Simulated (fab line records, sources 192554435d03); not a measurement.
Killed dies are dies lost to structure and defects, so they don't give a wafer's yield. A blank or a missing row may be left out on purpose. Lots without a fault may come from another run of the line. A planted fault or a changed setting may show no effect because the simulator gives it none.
Problem report in the 8D (eight disciplines) form, filled by code | flow n5_finfet | the parts of the form that need people (team, actions taken, sign-off) are left out

1. THE PROBLEM
run_length_s at N5_BEOL_M10_CVD_75 reads a mean of 158.7 s on 2 wafers of 1 lot; wafers without a fault read 161.8 s with a standard deviation of 0.42. That is -7.4 standard deviations from the usual mean.
The step: deposits Co from CCTBA/H2, target thk 2 nm, time 138.9 s.
First seen on wafer L595.2, day 13 18:21, on cvd_co-01. The record holds 38 wafers of 13 lots with a number at this step. Rule for "out", or "out of limits": more than 4 standard deviations from the usual mean. The other wafers with a number count as sound.

2. WHAT IT IS AND WHAT IT IS NOT
question                    | is                     | is not
which readings at this step | run_length_s           | -
which lots                  | L595                   | L581, L582, L583, L584, L585, L586, L587, L588, L589, L591, L592, L604
which wafers of those lots  | all that have a number | -
read on which tools         | cvd_co-01              | cvd_co-02
when                        | from day 13 18:21      | up to then (33 sound wafers); but 3 sound wafers of L604 came after

3. SUSPECTS, AND WHAT RULES EACH OUT
Counting: a tool at a process step up to the reading stays a suspect if it ran every lot that is out and no sound lot after the first of them.
- cvd_co-01 at N5_BEOL_M10_CVD_75 (deposits Co from CCTBA/H2, target thk 2 nm, time 138.9 s): kept. It ran the lot that is out, L595 (day 13 18:21), and no sound lot after that; its last sound lot up to then is L591 (day 12 17:10). Its own readings are out on those wafers: run_length_s.
Left after counting: cvd_co-01 at N5_BEOL_M10_CVD_75.

4. THE CAUSE (what the simulator had put in)
Process parameter drift: cvd_co-01, from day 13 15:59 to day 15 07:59, at N5_BEOL_M10_CVD_75. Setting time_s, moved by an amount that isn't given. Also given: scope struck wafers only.
Counting left only this tool.

5. THE CHAIN OF EFFECTS, in route order
Each row: a reading whose mean over the struck wafers that have a number lies more than 3 standard deviations from the usual. Only readings for which the record gives a usual standard deviation are gone through. hours: the time from each lot's start at the first step in this table that gives one to its start at this step, as a median over the lots. sigmas: the change in usual standard deviations.
hours | step               | reading      | usual   | on struck wafers | change | sigmas
0     | N5_BEOL_M10_CVD_75 | run_length_s | 161.8 s | 158.7            | -3.1   | -7.4
The process steps in it:
- N5_BEOL_M10_CVD_75: deposits Co from CCTBA/H2, target thk 2 nm, time 138.9 s.

6. WHAT WOULD HAVE CAUGHT IT SOONER
In this record the first reading out of limits was taken at day 13 18:21, 2 hours after the fault began at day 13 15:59.
